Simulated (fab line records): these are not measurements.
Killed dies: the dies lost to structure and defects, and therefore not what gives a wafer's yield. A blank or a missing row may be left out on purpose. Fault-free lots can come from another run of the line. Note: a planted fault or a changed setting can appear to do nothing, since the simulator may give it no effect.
Matching of chambers :: flow nand-harc :: NHARC_THIN_TSV_ETCH_15 on rie-si-03 has 4 sister chambers
The step target depth 3000 nm, bosch target overetch cycles 2, bosch etch step 2.8 s. 24 wafers are shown with their chamber, then 12 later ones without.

EACH WAFER AND ITS CHAMBER
wafer: L076.1
chamber: 1
drypump-motor-current-A (A): 5.3

wafer: L076.4
chamber: 3
drypump-motor-current-A (A): 5.8

wafer: L076.6
chamber: 1
drypump-motor-current-A (A): 5.3

wafer: L078.3
chamber: 2
drypump-motor-current-A (A): 5.8

wafer: L078.4
chamber: 0
drypump-motor-current-A (A): 6.5

wafer: L078.5
chamber: 0
drypump-motor-current-A (A): 6.5

wafer: L079.3
chamber: 3
drypump-motor-current-A (A): 5.8

wafer: L079.4
chamber: 1
drypump-motor-current-A (A): 5.2

wafer: L079.6
chamber: 1
drypump-motor-current-A (A): 5.3

wafer: L079.1
chamber: 0
drypump-motor-current-A (A): 6.5

wafer: L079.2
chamber: 2
drypump-motor-current-A (A): 5.8

wafer: L079.5
chamber: 2
drypump-motor-current-A (A): 5.8

wafer: L083.1
chamber: 3
drypump-motor-current-A (A): 5.8

wafer: L083.2
chamber: 2
drypump-motor-current-A (A): 5.8

wafer: L083.3
chamber: 1
drypump-motor-current-A (A): 5.2

wafer: L085.1
chamber: 1
drypump-motor-current-A (A): 5.3

wafer: L085.3
chamber: 0
drypump-motor-current-A (A): 6.5

wafer: L085.4
chamber: 2
drypump-motor-current-A (A): 5.8

wafer: L089.2
chamber: 3
drypump-motor-current-A (A): 5.8

wafer: L089.5
chamber: 2
drypump-motor-current-A (A): 5.8

wafer: L089.6
chamber: 3
drypump-motor-current-A (A): 5.8

wafer: L090.2
chamber: 3
drypump-motor-current-A (A): 5.7

wafer: L090.5
chamber: 2
drypump-motor-current-A (A): 5.8

wafer: L090.6
chamber: 0
drypump-motor-current-A (A): 6.5

SIGNATURES (means of the wafers above)
reading: drypump-motor-current-A
chamber 0: 6.500
chamber 1: 5.267
chamber 2: 5.800
chamber 3: 5.783
scatter within a chamber: 0.0329
Rule: a wafer's distance from a chamber is the root of the sum, over the readings, of the square of ((its reading less the chamber's mean) divided by the reading's scatter). If the next closest chamber is less than 2 further off than the closest, the wafer can't be placed; otherwise it belongs to the closest. The scatter: the root of (the sum of the squares of (reading less its chamber's mean) over the shown wafers, divided by (wafers less chambers)).

WAFERS WHOSE CHAMBER IS MISSING
wafer: L096.3
drypump-motor-current-A (A): 5.8

wafer: L096.4
drypump-motor-current-A (A): 5.8

wafer: L096.5
drypump-motor-current-A (A): 6.5

wafer: L096.1
drypump-motor-current-A (A): 6.4

wafer: L096.2
drypump-motor-current-A (A): 5.3

wafer: L096.6
drypump-motor-current-A (A): 5.8

wafer: L097.3
drypump-motor-current-A (A): 5.7

wafer: L097.4
drypump-motor-current-A (A): 5.8

wafer: L097.6
drypump-motor-current-A (A): 5.7

wafer: L097.1
drypump-motor-current-A (A): 5.2

wafer: L097.2
drypump-motor-current-A (A): 6.5

wafer: L097.5
drypump-motor-current-A (A): 6.5

WHICH CHAMBER EACH WENT THROUGH
wafer: L096.3
from the rows above: can't be placed: 2 or 3
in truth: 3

wafer: L096.4
from the rows above: can't be placed: 2 or 3
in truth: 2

wafer: L096.5
from the rows above: 0
in truth: 0

wafer: L096.1
from the rows above: 0
in truth: 0

wafer: L096.2
from the rows above: 1
in truth: 1

wafer: L096.6
from the rows above: can't be placed: 2 or 3
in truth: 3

wafer: L097.3
from the rows above: can't be placed: 3 or 2
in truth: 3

wafer: L097.4
from the rows above: can't be placed: 2 or 3
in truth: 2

wafer: L097.6
from the rows above: can't be placed: 3 or 2
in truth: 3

wafer: L097.1
from the rows above: 1
in truth: 1

wafer: L097.2
from the rows above: 0
in truth: 0

wafer: L097.5
from the rows above: 0
in truth: 0
Correct placement for 6 of the 12. Unplaceable from these rows: 6, with the true chamber sitting among the candidates in 6. Wrongly placed: 0.
